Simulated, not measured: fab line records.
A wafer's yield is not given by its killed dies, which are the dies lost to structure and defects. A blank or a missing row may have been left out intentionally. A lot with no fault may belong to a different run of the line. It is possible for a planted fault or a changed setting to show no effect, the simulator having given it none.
fab line records	flow n5_finfet
[record] lots = 10	wafers = 30	last_day = 18
route steps=1938 shown BEOL_M8@1350
lots that met no fault: taken from a fault-free run of the same line
start_h: start of the lot's first displayed wafer, in hours after the record's first day	wait_h: hours since the lot's step before	" unchanged from the row above	L1.1+2: one row covering several wafers at once	- no value, or no start given	* or withheld: withheld	< > ~ a bound
route shown NAME@n: names a module that has steps shown in the file, with the first one's number in the route	usual: mean/standard deviation of fault-free wafers	same: alike in all rows	chamber/n: place in a boat	sites: per-site readings	_std_site: how widely they spread, as a standard deviation	_edge_site: mean of outer sites minus mean of inner sites	radius_mm: for every site, how far away it sits from the centre of the wafer	mask NAME#n: copy n	behind: the tool/chamber that last shaped the wafer	hold: why the lot was held/for how many hours/how that ended	device: whichever transistor did not switch (one of n, p or np)	end of line: the tests these same wafers got at the end of their route	for a step that has no rows: nothing shown but its recipe	killed: dies that structure and defects cost at the first sort, which is not the same as the wafer's yield	map: per-die view of a wafer (x killed, . not killed, _ where there is no die)
set.NAME: setting as actually run; set.NAME@STEP: the setting as run at that earlier step	model.NAME: the simulator's own value behind a step, which no gauge read
one table for each step of the route and one row for each wafer, over a sample of lots
services: a tool's chamber out of use, with start hour (start_h, from the record's first day; less than 0 if before it), hours out, and reason
[[steps]]
[step N5_BEOL_M8_ETCH_62]
[recipe] chemistry = N2/H2	target = SOC	target_depth_a = 1100	overetch_a = 220	mask_material = SiARC	temp_c = 40	time_s = 165	ion_energy_ev = 200	pressure_mtorr = 30	source_w = 840	bias_w = 150	n2_flow_sccm = 200	h2_flow_sccm = 200
[usual] drypump_motor_current_A = 5.4/0.37	oes_product_au = 0.66/0.08	rf_fwd_power_W = 837.4/2.6	rf_vpp_V = 524.9/2.1	showerhead_plenum_p_Torr = 2.58/0.066	temp_c = 40.00/0.11	throttle_valve_pct = 17.86/0.25
lot.wafer	tool	chamber	start_h	wait_h	drypump_motor_current_A	oes_product_au	rf_fwd_power_W	rf_hours_counter_h	rf_vpp_V	showerhead_plenum_p_Torr	temp_c	throttle_valve_pct
L235.2	rie_diel-02	3	210.79	0.0	5.8	0.62	835.1	149	524.6	2.54	39.88	17.88
L235.4	"	2	"	"	5.4	0.59	839.8	230	525.4	2.60	40.04	17.89
L235.6	"	0	"	"	5.2	0.75	837.4	-	530.2	2.70	39.81	17.87
L234.2	rie_diel-02	1	214.46	0.0	5.7	0.60	836.4	212	526.5	2.63	39.98	18.19
L234.3	"	2	"	"	5.4	0.59	837.3	231	524.8	2.60	40.02	17.92
L234.4	"	0	"	"	5.3	0.75	839.9	43	528.8	2.70	39.85	17.87
L236.3	rie_diel-01	2	231.88	0.0	4.8	0.60	838.4	214	523.6	2.52	40.00	17.91
L236.4	"	3	"	"	5.3	0.59	841.2	-	522.8	2.51	39.99	17.84
L236.5	"	1	"	"	6.2	0.66	838.0	-	523.0	2.56	39.71	17.84
L239.1	rie_diel-01	2	245.25	0.0	4.8	0.59	838.7	219	523.8	2.52	39.98	17.93
L239.3	"	1	"	"	6.1	0.65	839.2	112	523.8	2.56	40.02	17.84
L239.4	"	2	"	"	4.8	0.60	837.3	-	522.3	2.52	39.98	17.92
L247.1	rie_diel-01	0	309.22	0.0	5.6	0.79	840.5	20	525.2	2.60	39.98	17.38
L247.2	"	1	"	"	6.1	0.64	839.9	134	523.5	2.55	40.05	17.90
L247.6	"	3	"	"	5.2	0.79	831.7	-	523.8	2.50	40.10	17.42
L248.1	rie_diel-02	2	315.98	0.0	5.4	0.80	838.1	14	524.6	2.59	40.07	17.51
L248.3	"	3	"	"	5.8	0.60	842.8	188	524.3	2.52	40.10	17.97
L248.5	"	2	"	"	5.4	0.81	844.5	-	527.3	2.59	40.03	17.54
L250.1	rie_diel-01	1	319.74	0.0	6.1	0.65	832.0	138	523.1	2.55	40.11	17.87
L250.5	"	1	"	"	6.1	0.64	836.2	-	524.0	2.55	40.09	17.91
L250.6	"	2	"	"	4.8	0.59	841.8	-	522.2	2.51	39.89	17.97
L255.1	rie_diel-06	3	325.35	0.0	5.6	0.71	835.4	71	522.1	2.46	39.98	17.88
L255.3	"	0	"	"	5.2	0.61	837.1	182	527.3	2.64	40.11	18.25
L255.5	"	0	"	"	5.2	0.62	835.4	-	525.8	2.64	40.18	18.27
L254.3	rie_diel-01	1	343.65	0.0	6.1	0.63	833.8	146	524.4	2.54	39.95	17.91
L254.5	"	2	"	"	4.8	0.59	841.4	-	523.1	2.51	40.09	17.98
L254.6	"	1	"	"	6.1	0.63	836.9	-	523.6	2.54	39.90	17.92
L256.2	rie_diel-06	0	360.93	0.0	5.2	0.61	837.2	197	526.7	2.63	39.96	18.30
L256.3	"	1	"	"	5.6	0.78	833.7	8	526.3	2.58	40.09	17.20
L256.4	"	3	"	"	5.6	0.69	837.4	87	521.9	2.45	39.93	17.92
[step N5_BEOL_M8_STRIP_19]
[recipe] chemistry = O2	power_w = 400	temp_c = 40	pressure_mtorr = 30	rf_frequency_hz = 6e+07	bias_power_w = 0	overash_fraction = 0.2	o2_flow_sccm = 225
[usual] drypump_motor_current_A = 5.4/0.32	o2_flow_sccm = 225.0/0.62	oes_product_au = 0.78/0.097	rf_vpp_V = 3.6/0.58	showerhead_plenum_p_Torr = 2.14/0.059	temp_c = 39.98/0.11	throttle_valve_pct = 16.71/0.2
[same] bias_power_w = 0
lot.wafer	tool	chamber	start_h	wait_h	drypump_motor_current_A	o2_flow_sccm	oes_product_au	rf_hours_counter_h	rf_vpp_V	showerhead_plenum_p_Torr	temp_c	throttle_valve_pct
L235.2	rie_diel-02	2	211.09	0.1	5.5	225.0	0.69	230	3.4	2.18	39.86	16.92
L235.4	"	0	"	"	5.2	225.9	0.88	42	4.1	2.23	40.04	16.64
L235.6	"	3	"	"	5.9	224.7	0.74	-	4.6	2.10	39.96	16.83
L234.2	rie_diel-01	2	214.77	0.1	4.8	225.0	0.72	207	3.8	2.06	39.99	16.68
L234.3	"	3	"	"	5.2	225.7	0.72	230	4.1	2.07	39.83	16.64
L234.4	"	1	"	"	6.2	223.9	0.80	100	3.2	2.10	39.91	16.58
L236.3	rie_diel-06	0	232.18	0.1	5.2	225.5	0.76	148	3.1	2.18	39.95	16.89
L236.4	"	2	"	"	4.9	224.6	0.72	187	3.8	2.17	40.10	16.48
L236.5	"	1	"	"	5.6	224.2	0.70	-	3.4	2.18	39.91	16.74
L239.1	rie_diel-06	3	245.60	0.1	5.6	225.3	0.88	44	3.0	2.04	40.02	16.66
L239.3	"	2	"	"	5.0	224.9	0.72	194	3.5	2.17	39.89	16.50
L239.4	"	2	"	"	5.0	224.7	0.72	-	4.0	2.17	39.98	16.48
L247.1	rie_diel-06	1	309.52	0.1	5.6	225.7	0.69	245	3.5	2.17	39.94	16.76
L247.2	"	3	"	"	5.6	224.8	0.86	66	4.8	2.03	40.06	16.69
L247.6	"	1	"	"	5.6	224.1	0.69	-	3.4	2.17	39.91	16.74
L248.1	rie_diel-06	2	316.28	0.1	5.0	226.3	0.71	217	2.2	2.16	39.94	16.54
L248.3	"	0	"	"	5.2	225.3	0.73	180	4.6	2.17	40.08	16.94
L248.5	"	1	"	"	5.6	225.1	0.69	-	4.0	2.17	40.03	16.76
L250.1	rie_diel-01	1	320.19	0.2	6.1	225.1	0.75	138	3.1	2.09	39.95	16.63
L250.5	"	2	"	"	4.8	224.9	0.69	-	3.4	2.05	39.96	16.76
L250.6	"	3	"	"	5.2	225.3	0.93	-	5.0	2.06	39.93	16.21
L255.1	rie_diel-06	2	325.65	0.1	5.0	225.4	0.69	220	3.2	2.16	40.03	16.54
L255.3	"	3	"	"	5.6	224.5	0.85	71	3.6	2.03	40.10	16.71
L255.5	"	0	"	"	5.2	224.9	0.73	-	3.0	2.17	40.09	16.92
L254.3	rie_diel-06	2	343.95	0.1	5.0	225.0	0.68	230	3.4	2.15	39.79	16.57
L254.5	"	0	"	"	5.2	224.4	0.73	-	3.8	2.16	39.79	16.97
L254.6	"	3	"	"	5.6	225.7	0.83	-	3.9	2.03	39.86	16.72
L256.2	rie_diel-06	2	361.35	0.2	5.0	225.4	0.69	237	4.4	2.15	39.94	16.58
L256.3	"	3	"	"	5.6	224.8	0.83	88	3.1	2.02	39.78	16.73
L256.4	"	1	"	"	5.6	225.8	0.94	8	2.8	2.17	39.99	16.30
[step N5_BEOL_M8_ETCH_65]
[recipe] chemistry = CF4	target = SiARC	target_depth_a = 156	mask_material = CAR-EUV	time_s = 26	ion_energy_ev = 80	pressure_mtorr = 40	source_w = 545	bias_w = 36	Ar_flow_sccm = 100	cf4_flow_sccm = 100	ends = cleared
[usual] drypump_motor_current_A = 5.4/0.4	etch_rf_on_time_s = 25.8/0.58	oes_product_au = 0.66/0.081	rf_fwd_power_W = 532.0/2	rf_vpp_V = 184.4/0.93	showerhead_plenum_p_Torr = 2.17/0.052	throttle_valve_pct = 15.61/0.23
lot.wafer	tool	chamber	start_h	wait_h	drypump_motor_current_A	etch_rf_on_time_s	oes_product_au	rf_fwd_power_W	rf_hours_counter_h	rf_vpp_V	showerhead_plenum_p_Torr	throttle_valve_pct
L235.2	rie_diel-01	2	212.69	0.0	4.8	25.6	0.62	533.7	206	184.0	2.13	15.71
L235.4	"	0	"	"	5.6	25.9	0.58	529.4	246	185.8	2.21	15.58
L235.6	"	2	"	"	4.8	26.0	0.61	532.7	-	184.2	2.13	15.73
L234.2	rie_diel-01	1	218.26	0.0	6.1	25.6	0.68	537.9	101	183.3	2.15	15.53
L234.3	"	0	"	"	5.6	26.1	0.58	534.0	247	185.1	2.21	15.59
L234.4	"	2	"	"	4.8	25.8	0.62	530.6	208	184.0	2.13	15.72
L236.3	rie_diel-06	2	233.67	0.0	5.0	25.9	0.61	532.6	187	184.7	2.21	15.45
L236.4	"	0	"	"	5.2	25.2	0.65	529.7	148	185.9	2.23	15.85
L236.5	"	1	"	"	5.6	25.7	0.60	528.4	-	184.1	2.21	15.62
L239.1	rie_diel-02	3	246.51	0.0	5.9	25.8	0.62	531.4	162	183.3	2.13	15.78
L239.3	"	1	"	"	5.7	26.4	0.59	532.6	224	184.0	2.21	15.87
L239.4	"	0	"	"	5.2	26.0	0.73	532.6	55	186.8	2.26	15.61
L247.1	rie_diel-01	3	310.33	0.0	5.2	33.8	0.69	406.5	8	203.1	2.11	15.17
L247.2	"	2	"	"	4.8	25.6	0.59	532.5	241	184.8	2.11	15.79
L247.6	"	2	"	"	4.8	25.8	0.59	531.0	-	182.5	2.11	15.80
L248.1	rie_diel-06	2	318.51	0.0	4.9	26.2	0.59	533.2	218	183.5	2.20	15.50
L248.3	"	0	"	"	5.2	25.7	0.63	531.4	181	183.7	2.22	15.93
L248.5	"	1	"	"	5.6	25.6	0.59	531.5	-	184.6	2.20	15.66
L250.1	rie_diel-06	2	320.92	0.0	4.9	25.8	0.60	531.8	219	185.8	2.20	15.50
L250.5	"	2	"	"	4.9	26.0	0.59	532.3	-	184.8	2.20	15.52
L250.6	"	0	"	"	5.2	25.4	0.63	532.7	-	184.4	2.22	15.91
L255.1	rie_diel-06	2	327.32	0.0	4.9	26.4	0.59	532.6	221	185.1	2.20	15.52
L255.3	"	3	"	"	5.6	24.9	0.74	533.3	72	183.0	2.08	15.65
L255.5	"	0	"	"	5.2	25.8	0.63	532.6	-	184.2	2.22	15.93
L254.3	rie_diel-06	0	345.94	0.0	5.2	25.3	0.62	530.0	192	184.8	2.21	15.95
L254.5	"	2	"	"	4.9	26.2	0.58	533.5	-	185.4	2.20	15.55
L254.6	"	3	"	"	5.6	24.9	0.73	531.5	-	184.2	2.08	15.66
L256.2	rie_diel-06	1	363.57	0.0	5.6	25.5	0.79	531.6	9	184.8	2.20	15.19
L256.3	"	0	"	"	5.1	25.5	0.61	534.6	198	184.3	2.21	15.96
L256.4	"	2	"	"	5.0	26.5	0.58	531.1	238	185.3	2.20	15.56
[step N5_BEOL_M8_OCD_MEAS_38]
[usual] trench_depth_nm = 93.7/1.5
lot.wafer	tool	chamber	start_h	wait_h	trench_depth_nm
L235.2	ocd-02	-	213.06	-	93.6
L235.4	"	-	"	"	91.6
L235.6	"	-	"	"	93.3
L234.2	ocd-02	-	218.64	-	94.9
L234.3	"	-	"	"	91.1
L234.4	"	-	"	"	92.8
L236.3	ocd-02	-	234.05	-	95.2
L236.4	"	-	"	"	95.8
L236.5	"	-	"	"	94.1
L239.1	ocd-02	-	246.89	-	93.0
L239.3	"	-	"	"	92.1
L239.4	"	-	"	"	94.3
L247.1	ocd-01	-	310.71	-	94.0
L247.2	"	-	"	"	93.3
L247.6	"	-	"	"	93.6
L248.1	ocd-01	-	318.88	-	92.9
L248.3	"	-	"	"	94.8
L248.5	"	-	"	"	95.0
L250.1	ocd-01	-	321.30	-	94.0
L250.5	"	-	"	"	94.4
L250.6	"	-	"	"	94.2
L255.1	ocd-01	-	327.70	-	93.2
L255.3	"	-	"	"	96.3
L255.5	"	-	"	"	93.3
L254.3	ocd-01	-	346.32	-	94.4
L254.5	"	-	"	"	92.8
L254.6	"	-	"	"	95.5
L256.2	ocd-02	-	363.95	-	95.3
L256.3	"	-	"	"	94.5
L256.4	"	-	"	"	92.2
[[services]]
tool	chamber	start_h	hours	kind
rie_diel-01	1	191.40	6.2	repair
rie_diel-06	2	200.16	11.6	repair
rie_diel-01	0	226.58	-	clean
rie_diel-01	0	226.58	-	consumable_replace:focus_ring
rie_diel-01	0	226.58	21.1	scheduled_down
rie_diel-01	0	226.58	21.1	vent_cycle
rie_diel-06	1	236.41	28.9	repair
rie_diel-01	-	239.89	2.8	pm
rie_diel-01	3	270.90	-	clean
rie_diel-01	3	270.90	-	consumable_replace:focus_ring
rie_diel-01	3	270.90	12.4	scheduled_down
rie_diel-01	3	270.90	12.4	vent_cycle
rie_diel-06	-	275.56	1.1	repair
rie_diel-06	2	292.86	4.8	repair
rie_diel-02	1	313.80	7.5	repair
rie_diel-06	1	320.30	-	clean
rie_diel-06	1	320.30	-	consumable_replace:focus_ring
rie_diel-06	1	320.30	18.7	scheduled_down
rie_diel-06	1	320.30	18.7	vent_cycle
rie_diel-02	0	323.72	4.4	repair
rie_diel-01	2	327.50	8.7	repair
rie_diel-02	0	340.03	5.2	repair
rie_diel-02	2	346.42	8.7	repair
rie_diel-01	2	346.98	-	clean
[[key]]
[first_sign] step = N5_BEOL_M8_ETCH_65	reading = rf_fwd_power_W	direction = down	sigmas = 64	usual = *	struck = *
[effect] step = N5_BEOL_M8_ETCH_65	reading = rf_vpp_V	direction = up	sigmas = 20	usual = 184.4	struck = 203.1
met_at N5_BEOL_M8_ETCH_65
struck_lots L247
struck_wafers L247.1
not_acting_at N5_BEOL_M8_ETCH_62,N5_BEOL_M8_STRIP_19,N5_BEOL_M8_OCD_MEAS_38
[fault] kind = process_parameter_drift	tool = rie_diel-01	chamber = 3	onset_h = 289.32	steps = N5_BEOL_M8_ETCH_65	channel = source_w	offset = -130.8	shape = step	end_h = 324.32	acts_in = these_recipes_only	stated = 545
